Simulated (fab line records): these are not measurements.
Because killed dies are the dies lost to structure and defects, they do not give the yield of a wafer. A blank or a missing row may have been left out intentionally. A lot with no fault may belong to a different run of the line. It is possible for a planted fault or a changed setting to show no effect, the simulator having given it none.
One fault through the eyes of 3 desks ; flow n5 finfet ; numbers are kept per desk, each desk with only its own; the story behind them comes last

== DESK OF THE TOOL OWNER: rie metal-02 ==
The tool's own readings at N5_BEOL_M9_HM_OPEN_17 (chemistry Cl2/BCl3, target TiN, target depth 20 nm, overetch 6 nm): means of the sampled wafers that have a number, for each lot that ran on this tool. The brackets show how far a lot's mean lies from the usual mean; more than 4 standard deviations puts the lot out of limits, marked OUT.
Columns: A = drypump motor current A at N5_BEOL_M9_HM_OPEN_17, usual 5.65 A; B = oes product au at N5_BEOL_M9_HM_OPEN_17, usual 0.71 a.u.; C = throttle valve pct at N5_BEOL_M9_HM_OPEN_17, usual 22.19 %
lot;first seen here;A;B;C
L843;day 11 07:11;5.88;0.62;22.54
L844;day 11 11:44;5.87;0.62;22.55
L854;day 14 06:24;5.85;0.78;22.33
L859;day 14 17:27;5.86;0.78;22.32
L858;day 14 23:04;5.82;0.76;22.35
Result from this desk: across the 5 lots, nothing is out of limits.

== THE DEFECT DESK ==
Per lot, the means of the sampled wafers with a number show what the inspections along the route counted. The brackets show how far a lot's mean lies from the usual mean; more than 4 standard deviations puts the lot out of limits, marked OUT.
Columns: A = raw defect count at N5_BEOL_M9_INSPECT_13, usual 404
lot;first seen here;A
L843;day 11 06:47;329
L844;day 11 11:26;437
L854;day 14 05:43;505
L859;day 14 17:09;354
L858;day 14 22:44;276
L863;day 16 11:50;408
L864;day 16 17:41;532
Result from this desk: across the 7 lots, nothing is out of limits.

== AT THE METROLOGY DESK ==
What the gauges read for every lot (on any tool): the sampled wafers with a number, averaged. The brackets show how far a lot's mean lies from the usual mean; more than 4 standard deviations puts the lot out of limits, marked OUT.
Columns: A = cd nm at N5_BEOL_M9_CD_MEAS_11, usual 64.2 nm; B = M9_OVL at N5_BEOL_M9_OVL_MEAS_12, usual 0.1 nm
lot;first seen here;A;B
L843;day 11 06:44;64.1;-1.0
L844;day 11 11:22;64.8;-0.6
L854;day 14 05:40;64.1;-0.4
L859;day 14 17:06;65.3;-0.4
L858;day 14 22:41;63.1;0.5
L863;day 16 11:47;63.6;1.6
L864;day 16 17:38;65.1;0.1
Result from this desk: across the 7 lots, nothing is out of limits.

== BROUGHT TOGETHER ==
Nothing out of limits was seen by the tool owner's desk.
The defect desk saw nothing out of limits.
From the metrology desk's view, nothing was out of limits.

== WHAT HAD BEEN PUT IN BY THE SIMULATOR ==
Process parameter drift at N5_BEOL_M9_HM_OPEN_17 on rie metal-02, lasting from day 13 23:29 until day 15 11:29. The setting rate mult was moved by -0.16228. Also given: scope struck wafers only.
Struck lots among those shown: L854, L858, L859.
